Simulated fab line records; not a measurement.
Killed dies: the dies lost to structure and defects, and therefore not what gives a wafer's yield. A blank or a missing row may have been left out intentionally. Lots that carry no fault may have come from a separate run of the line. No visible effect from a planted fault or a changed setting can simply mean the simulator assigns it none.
Which tool did it?    flow nandHarc    72 wafers from 24 lots sampled at 6 of the route's 1302 steps

## WHAT EACH GAUGE READ, for each wafer
Not one reading of a measure or inspect step in the record can be checked against a usual standard deviation.

## TOOL THAT RAN EACH LOT (tool first, then ch and the chambers of the sampled wafers, then the start)
lot   NHARC_A_CONTACT_ETCH_110           NHARC_A_CONTACT_STRIP_26                      NHARC_A_BLC_DEGAS_30         NHARC_A_M0_STRIP_18                NHARC_A_M0_DEGAS_28          NHARC_A_M0_ANNEAL_30
L074  rieDiel-03 ch 0,1,2, day 22 19:35  rieDiel-03 ch 0,1, day 23 00:04 or earlier    pvdSputter-02, day 23 00:04  rieDiel-02 ch 0,1,2, day 23 02:58  pvdSputter-01, day 23 03:28  rtpAnneal-02 ch 0, day 23 04:16
L075  rieDiel-03 ch 2,3, day 22 20:50    rieDiel-03 ch 1,2, day 23 01:15 or earlier    pvdSputter-01, day 23 01:15  rieDiel-02 ch 0,3, day 23 04:08    pvdSputter-02, day 23 04:40  rtpAnneal-01 ch 0, day 23 05:32
L077  rieDiel-04 ch 1,2,3, day 23 13:46  rieDiel-04 ch 0,1,3, day 23 18:05 or earlier  pvdSputter-03, day 23 18:05  rieDiel-10 ch 0,1,3, day 23 20:55  pvdSputter-02, day 23 21:28  rtpAnneal-02 ch 0, day 23 22:19
L076  rieDiel-04 ch 0,1,2, day 23 14:44  rieDiel-04 ch 0,2,3, day 23 19:17 or earlier  pvdSputter-03, day 23 19:17  rieDiel-10 ch 1,2,3, day 23 22:04  pvdSputter-03, day 23 22:35  rtpAnneal-02 ch 0, day 23 23:31
L078  rieDiel-03 ch 0,2, day 24 07:23    rieDiel-03 ch 1,3, day 24 11:49 or earlier    pvdSputter-01, day 24 11:49  rieDiel-02 ch 1,2, day 24 14:40    pvdSputter-02, day 24 15:14  rtpAnneal-02 ch 0, day 24 16:07
L080  rieDiel-04 ch 1,2,3, day 24 21:10  rieDiel-04 ch 0,1,3, day 25 01:48 or earlier  pvdSputter-03, day 25 01:48  rieDiel-09 ch 0,1,2, day 25 04:42  pvdSputter-01, day 25 05:16  rtpAnneal-02 ch 0, day 25 05:59
L081  rieDiel-05 ch 0,1, day 25 03:14    rieDiel-05 ch 1,2,3, day 25 07:46 or earlier  pvdSputter-02, day 25 07:46  rieDiel-10 ch 0,3, day 25 10:38    pvdSputter-02, day 25 11:09  rtpAnneal-01 ch 0, day 25 11:53
L079  rieDiel-04 ch 0,2,3, day 25 05:35  rieDiel-04 ch 0,2,3, day 25 10:02 or earlier  pvdSputter-02, day 25 10:02  rieDiel-10 ch 1,2,3, day 25 12:54  pvdSputter-03, day 25 13:26  rtpAnneal-02 ch 0, day 25 14:10
L082  rieDiel-04 ch 0,1,2, day 25 17:48  rieDiel-04 ch 0,1,2, day 25 22:14 or earlier  pvdSputter-03, day 25 22:14  rieDiel-02 ch 2,3, day 26 01:07    pvdSputter-03, day 26 01:39  rtpAnneal-01 ch 0, day 26 02:40
L083  rieDiel-03 ch 2,3, day 26 13:41    rieDiel-03 ch 2,3, day 26 18:05 or earlier    pvdSputter-03, day 26 18:05  rieDiel-09 ch 0,1,3, day 26 21:05  pvdSputter-03, day 26 21:36  rtpAnneal-01 ch 0, day 26 22:28
L084  rieDiel-04 ch 0,1,3, day 27 03:31  rieDiel-04 ch 0,1,3, day 27 07:58 or earlier  pvdSputter-03, day 27 07:58  rieDiel-02 ch 1,2, day 27 10:52    pvdSputter-02, day 27 11:24  rtpAnneal-01 ch 0, day 27 12:11
L086  rieDiel-04 ch 1,2,3, day 27 05:24  rieDiel-04 ch 0,2,3, day 27 09:49 or earlier  pvdSputter-01, day 27 09:49  rieDiel-02 ch 0,2, day 27 12:31    pvdSputter-03, day 27 13:08  rtpAnneal-02 ch 0, day 27 13:55
L085  rieDiel-03 ch 0,1,3, day 27 08:26  rieDiel-03 ch 1,2, day 27 12:43 or earlier    pvdSputter-01, day 27 12:43  rieDiel-10 ch 0,2,3, day 27 15:41  pvdSputter-01, day 27 16:13  rtpAnneal-01 ch 0, day 27 16:57
L088  rieDiel-03 ch 0,1,2, day 28 07:49  rieDiel-03 ch 0,2, day 28 12:08 or earlier    pvdSputter-01, day 28 12:08  rieDiel-10 ch 0,2, day 28 15:02    pvdSputter-03, day 28 15:34  rtpAnneal-02 ch 0, day 28 16:19
L087  rieDiel-04 ch 1,2,3, day 28 16:17  rieDiel-04 ch 1,2,3, day 28 20:46 or earlier  pvdSputter-02, day 28 20:46  rieDiel-10 ch 1,2,3, day 28 23:39  pvdSputter-03, day 29 00:09  rtpAnneal-02 ch 0, day 29 00:53
L089  rieDiel-03 ch 2,3, day 28 19:46    rieDiel-03 ch 1,2,3, day 29 00:16 or earlier  pvdSputter-01, day 29 00:16  rieDiel-10 ch 1,2, day 29 03:13    pvdSputter-01, day 29 03:47  rtpAnneal-02 ch 0, day 29 04:37
L090  rieDiel-04 ch 0,1,3, day 28 22:52  rieDiel-04 ch 0,3, day 29 03:15 or earlier    pvdSputter-02, day 29 03:15  rieDiel-02 ch 1,3, day 29 06:20    pvdSputter-02, day 29 06:57  rtpAnneal-01 ch 0, day 29 07:41
L091  rieDiel-05 ch 1,3, day 29 05:17    rieDiel-05 ch 0,3, day 29 09:47 or earlier    pvdSputter-03, day 29 09:47  rieDiel-10 ch 0,2, day 29 12:34    pvdSputter-02, day 29 13:07  rtpAnneal-01 ch 0, day 29 14:01
L092  rieDiel-05 ch 0,2, day 30 14:16    rieDiel-05 ch 0,2,3, day 30 18:39 or earlier  pvdSputter-03, day 30 18:39  rieDiel-10 ch 0,3, day 30 21:29    pvdSputter-03, day 30 22:03  rtpAnneal-02 ch 0, day 30 22:49
L093  rieDiel-03 ch 0,1,2, day 30 21:37  rieDiel-03 ch 0,1,2, day 31 02:02 or earlier  pvdSputter-01, day 31 02:02  rieDiel-09 ch 1,2,3, day 31 04:55  pvdSputter-03, day 31 05:27  rtpAnneal-01 ch 0, day 31 06:11
L095  rieDiel-05 ch 1,2,3, day 31 05:33  rieDiel-05 ch 1,2,3, day 31 10:31 or earlier  pvdSputter-02, day 31 10:31  rieDiel-10 ch 0,1,3, day 31 13:23  pvdSputter-03, day 31 14:01  rtpAnneal-01 ch 0, day 31 14:45
L094  rieDiel-04 ch 1,3, day 31 06:47    rieDiel-04 ch 1,2,3, day 31 11:05 or earlier  pvdSputter-03, day 31 11:05  rieDiel-02 ch 0,1,3, day 31 13:56  pvdSputter-01, day 31 14:28  rtpAnneal-01 ch 0, day 31 15:13
L096  rieDiel-04 ch 1,2, day 32 03:28    rieDiel-04 ch 1,2, day 32 03:43               pvdSputter-03, day 32 08:17  rieDiel-10 ch 1,2,3, day 32 11:11  pvdSputter-03, day 32 11:41  rtpAnneal-01 ch 0, day 32 12:25
L097  rieDiel-03 ch 0,1,3, day 32 04:26  rieDiel-03 ch 0,1,3, day 32 08:53 or earlier  pvdSputter-02, day 32 08:53  rieDiel-09 ch 1,2,3, day 32 11:46  pvdSputter-03, day 32 12:18  rtpAnneal-01 ch 0, day 32 13:06
- NHARC_A_CONTACT_ETCH_110: etches the open film in CF4/O2, target depth 60 nm, overetch 6 nm, time 33 s.
- NHARC_A_CONTACT_STRIP_26: strips in O2.
- NHARC_A_BLC_DEGAS_30: time 60 s.
- NHARC_A_M0_STRIP_18: strips in N2/H2.
- NHARC_A_M0_DEGAS_28: time 60 s.
- NHARC_A_M0_ANNEAL_30: time 90 s.

## WHAT THE TOOLS THEMSELVES READ (means of the sampled wafers that have a number; where no wafer has one, the mark that the record gives instead)
NHARC_A_CONTACT_ETCH_110. Usual: for drypumpMotorCurrentA, 5.9 A with a standard deviation of 0.61; for mfcArSccm, 0.017 sccm with a standard deviation of 0.016; for oesProductAu, 1.000 a.u. with a standard deviation of 0.0099; for rfFwdPowerW, 295.5 W with a standard deviation of 1.7; for rfVppV, 198.0 V with a standard deviation of 1.4; for showerheadPlenumPTorr, 1.34 Torr with a standard deviation of 0.055; for throttleValvePct, 13.397 % with a standard deviation of 0.0096.
lot   tool        drypumpMotorCurrentA (A)  mfcArSccm (sccm)  oesProductAu (a.u.)  rfFwdPowerW (W)  rfVppV (V)  showerheadPlenumPTorr (Torr)  throttleValvePct (%)  flag
L074  rieDiel-03  5.7                       0.001             1.015                295.1            198.2       1.35                          13.396                
L075  rieDiel-03  5.6                       0.000             1.007                296.7            199.4       1.40                          13.396                
L077  rieDiel-04  6.4                       0.028             1.005                295.2            197.9       1.36                          13.403                
L076  rieDiel-04  5.9                       0.032             0.990                295.0            197.7       1.35                          13.403                
L078  rieDiel-03  6.0                       0.001             1.012                294.9            198.9       1.36                          13.399                
L080  rieDiel-04  6.4                       0.028             0.996                295.2            197.8       1.35                          13.399                
L081  rieDiel-05  6.0                       0.012             1.001                297.1            196.6       1.26                          13.393                
L079  rieDiel-04  5.9                       0.033             1.003                296.1            197.4       1.30                          13.388                
L082  rieDiel-04  5.9                       0.032             1.001                294.8            198.0       1.35                          13.395                
L083  rieDiel-03  5.3                       0.000             1.011                295.6            199.2       1.36                          13.398                
L084  rieDiel-04  5.9                       0.028             0.984                295.6            198.0       1.34                          13.391                
L086  rieDiel-04  6.5                       0.028             0.994                293.3            198.6       1.35                          13.385                
L085  rieDiel-03  6.0                       0.001             1.002                295.8            198.4       1.38                          13.390                
L088  rieDiel-03  5.7                       0.001             1.002                294.8            198.1       1.34                          13.389                
L087  rieDiel-04  6.4                       0.028             1.003                294.5            198.2       1.35                          13.393                
L089  rieDiel-03  5.2                       0.000             0.998                296.0            199.0       1.36                          13.404                
L090  rieDiel-04  5.9                       0.028             0.992                294.3            197.8       1.34                          13.399                
L091  rieDiel-05  5.9                       0.000             0.987                296.2            197.1       1.32                          13.392                
L092  rieDiel-05  5.6                       0.033             0.997                297.7            196.8       1.30                          13.400                
L093  rieDiel-03  5.7                       0.001             1.002                295.6            198.3       1.34                          13.397                
L095  rieDiel-05  5.7                       0.011             0.996                297.1            196.8       1.30                          13.391                
L094  rieDiel-04  6.5                       0.023             1.002                292.8            199.5       1.39                          13.404                
L096  rieDiel-04  6.4                       0.031             1.004                295.7            197.6       1.35                          13.404                
L097  rieDiel-03  6.0                       0.001             1.006                294.3            197.7       1.37                          13.389                

NHARC_A_CONTACT_STRIP_26. Usual: drypumpMotorCurrentA 5.9 A, standard deviation 0.61; mfcArSccm 0.017 sccm, standard deviation 0.016; oesProductAu 0.999 a.u., standard deviation 0.0099; rfVppV 57.8 V, standard deviation 0.98; showerheadPlenumPTorr 3.55 Torr, standard deviation 0.14; throttleValvePct 17.037 %, standard deviation 0.0092.
lot   tool        drypumpMotorCurrentA (A)  mfcArSccm (sccm)  oesProductAu (a.u.)  rfVppV (V)  showerheadPlenumPTorr (Torr)  throttleValvePct (%)  flag
L074  rieDiel-03  6.0                       0.001             0.997                57.8        3.58                          17.037                
L075  rieDiel-03  5.2                       0.000             1.008                57.2        3.53                          17.043                
L077  rieDiel-04  5.9                       0.028             0.997                58.1        3.54                          17.035                
L076  rieDiel-04  5.9                       0.033             0.990                57.8        3.45                          17.038                
L078  rieDiel-03  5.8                       0.000             1.002                58.0        3.71                          17.028                
L080  rieDiel-04  5.9                       0.028             0.999                57.9        3.54                          17.030                
L081  rieDiel-05  5.7                       0.011             0.997                58.1        3.46                          17.043                
L079  rieDiel-04  5.9                       0.033             1.008                57.7        3.44                          17.044                
L082  rieDiel-04  5.9                       0.032             0.998                57.7        3.56                          17.030                
L083  rieDiel-03  5.2                       0.000             1.002                57.2        3.59                          17.040                
L084  rieDiel-04  5.9                       0.028             0.986                57.4        3.54                          17.044                
L086  rieDiel-04  5.9                       0.033             0.998                58.2        3.44                          17.039                
L085  rieDiel-03  5.4                       0.000             1.010                57.4        3.52                          17.038                
L088  rieDiel-03  5.5                       0.001             1.000                57.6        3.53                          17.040                
L087  rieDiel-04  6.4                       0.028             0.995                57.4        3.57                          17.037                
L089  rieDiel-03  5.5                       0.000             1.002                57.8        3.60                          17.034                
L090  rieDiel-04  6.0                       0.030             0.999                57.1        3.42                          17.042                
L091  rieDiel-05  5.8                       0.011             0.997                58.0        3.54                          17.041                
L092  rieDiel-05  5.6                       0.022             0.991                57.0        3.50                          17.038                
L093  rieDiel-03  5.7                       0.001             1.001                57.8        3.53                          17.040                
L095  rieDiel-05  5.7                       0.011             0.990                56.8        3.43                          17.039                
L094  rieDiel-04  6.5                       0.028             1.002                58.2        3.57                          17.036                
L096  rieDiel-04  6.5                       0.026             0.993                57.9        3.67                          17.024                
L097  rieDiel-03  6.1                       0.001             0.988                57.8        3.62                          17.036                

NHARC_A_BLC_DEGAS_30. Usual: heaterPowerW 469 W, standard deviation 33.
lot   tool           heaterPowerW (W)  flag
L074  pvdSputter-02  504               
L075  pvdSputter-01  474               
L077  pvdSputter-03  423               
L076  pvdSputter-03  432               
L078  pvdSputter-01  465               
L080  pvdSputter-03  437               
L081  pvdSputter-02  484               
L079  pvdSputter-02  478               
L082  pvdSputter-03  471               
L083  pvdSputter-03  471               
L084  pvdSputter-03  435               
L086  pvdSputter-01  461               
L085  pvdSputter-01  473               
L088  pvdSputter-01  489               
L087  pvdSputter-02  503               
L089  pvdSputter-01  441               
L090  pvdSputter-02  527               
L091  pvdSputter-03  473               
L092  pvdSputter-03  478               
L093  pvdSputter-01  465               
L095  pvdSputter-02  494               
L094  pvdSputter-03  453               
L096  pvdSputter-03  462               
L097  pvdSputter-02  502               

NHARC_A_M0_STRIP_18. Usual: for drypumpMotorCurrentA, 5.8 A with a standard deviation of 0.34; for mfcArSccm, 0.007 sccm with a standard deviation of 0.0092; for oesProductAu, 1.001 a.u. with a standard deviation of 0.01; for rfFwdPowerW, 997 W with a standard deviation of 3.4; for rfVppV, 90.7 V with a standard deviation of 0.84; for showerheadPlenumPTorr, 2.04 Torr with a standard deviation of 0.059; for throttleValvePct, 14.171 % with a standard deviation of 0.0077.
lot   tool        drypumpMotorCurrentA (A)  mfcArSccm (sccm)  oesProductAu (a.u.)  rfFwdPowerW (W)  rfVppV (V)  showerheadPlenumPTorr (Torr)  throttleValvePct (%)  flag
L074  rieDiel-02  5.7                       0.004             0.998                997              91.2        2.03                          14.173                
L075  rieDiel-02  6.1                       0.015             1.003                1001             90.3        1.98                          14.175                
L077  rieDiel-10  5.7                       0.002             0.994                997              91.0        2.07                          14.164                
L076  rieDiel-10  5.6                       0.007             1.008                997              91.2        2.03                          14.170                
L078  rieDiel-02  5.4                       0.003             0.995                995              90.5        2.03                          14.170                
L080  rieDiel-09  6.1                       0.011             1.000                997              90.3        2.05                          14.171                
L081  rieDiel-10  5.6                       0.000             1.000                997              91.0        2.08                          14.169                
L079  rieDiel-10  5.6                       0.007             0.994                995              90.2        2.03                          14.172                
L082  rieDiel-02  5.8                       0.024             1.012                999              90.3        1.95                          14.175                
L083  rieDiel-09  5.8                       0.007             1.008                998              90.7        2.04                          14.177                
L084  rieDiel-02  5.4                       0.003             1.002                992              90.1        2.03                          14.177                
L086  rieDiel-02  5.8                       0.006             0.994                994              91.3        2.01                          14.171                
L085  rieDiel-10  5.8                       0.005             1.004                996              90.3        2.06                          14.175                
L088  rieDiel-10  6.1                       0.005             1.002                996              91.2        2.08                          14.175                
L087  rieDiel-10  5.6                       0.007             1.001                995              90.8        2.03                          14.164                
L089  rieDiel-10  5.7                       0.009             0.997                995              89.8        2.02                          14.174                
L090  rieDiel-02  6.0                       0.023             1.003                998              90.2        1.96                          14.175                
L091  rieDiel-10  6.1                       0.005             0.994                997              90.4        2.08                          14.172                
L092  rieDiel-10  5.6                       0.000             1.006                996              89.8        2.08                          14.173                
L093  rieDiel-09  5.9                       0.004             1.001                996              90.4        2.01                          14.175                
L095  rieDiel-10  5.7                       0.002             0.999                996              91.1        2.07                          14.161                
L094  rieDiel-02  6.0                       0.013             1.007                1000             90.7        1.99                          14.169                
L096  rieDiel-10  5.6                       0.007             1.010                998              91.2        2.03                          14.163                
L097  rieDiel-09  6.0                       0.004             1.002                999              90.4        2.01                          14.175                

NHARC_A_M0_DEGAS_28. Usual: heaterPowerW 332 W, standard deviation 24.
lot   tool           heaterPowerW (W)  flag
L074  pvdSputter-01  325               
L075  pvdSputter-02  352               
L077  pvdSputter-02  347               
L076  pvdSputter-03  325               
L078  pvdSputter-02  352               
L080  pvdSputter-01  325               
L081  pvdSputter-02  348               
L079  pvdSputter-03  323               
L082  pvdSputter-03  297               
L083  pvdSputter-03  321               
L084  pvdSputter-02  353               
L086  pvdSputter-03  323               
L085  pvdSputter-01  333               
L088  pvdSputter-03  321               
L087  pvdSputter-03  295               
L089  pvdSputter-01  332               
L090  pvdSputter-02  352               
L091  pvdSputter-02  347               
L092  pvdSputter-03  314               
L093  pvdSputter-03  310               
L095  pvdSputter-03  327               
L094  pvdSputter-01  347               
L096  pvdSputter-03  336               
L097  pvdSputter-03  334               

NHARC_A_M0_ANNEAL_30. Usual: wafer_temp_C_max 226.13, standard deviation 0.28.
lot   tool          wafer_temp_C_max  flag
L074  rtpAnneal-02  225.90            
L075  rtpAnneal-01  226.08            
L077  rtpAnneal-02  225.95            
L076  rtpAnneal-02  225.86            
L078  rtpAnneal-02  226.23            
L080  rtpAnneal-02  225.88            
L081  rtpAnneal-01  225.99            
L079  rtpAnneal-02  226.06            
L082  rtpAnneal-01  226.00            
L083  rtpAnneal-01  226.30            
L084  rtpAnneal-01  226.30            
L086  rtpAnneal-02  225.91            
L085  rtpAnneal-01  226.28            
L088  rtpAnneal-02  225.93            
L087  rtpAnneal-02  225.97            
L089  rtpAnneal-02  226.30            
L090  rtpAnneal-01  226.45            
L091  rtpAnneal-01  226.16            
L092  rtpAnneal-02  225.76            
L093  rtpAnneal-01  226.21            
L095  rtpAnneal-01  226.40            
L094  rtpAnneal-01  226.33            
L096  rtpAnneal-01  226.50            
L097  rtpAnneal-01  226.40            

## THE ANSWER, worked out from the rows above alone
Rule: a lot counts as off when the mean over its wafers that have a number is more than 3 standard deviations away from the usual mean. A lot without any number at a reading at which 4 lots or more have one is off too. Where the step has rows for the other lots, those lots are counted as sound. First the gauges in route order, then the tools' own readings, where a lot's mean is used as printed above. At the first step where some lot is off, the reading lying furthest off is the one used; lots without a number count as furthest.
None of the lots is off at any reading shown; this tells nothing.

## WHAT THE SIMULATOR PUT IN
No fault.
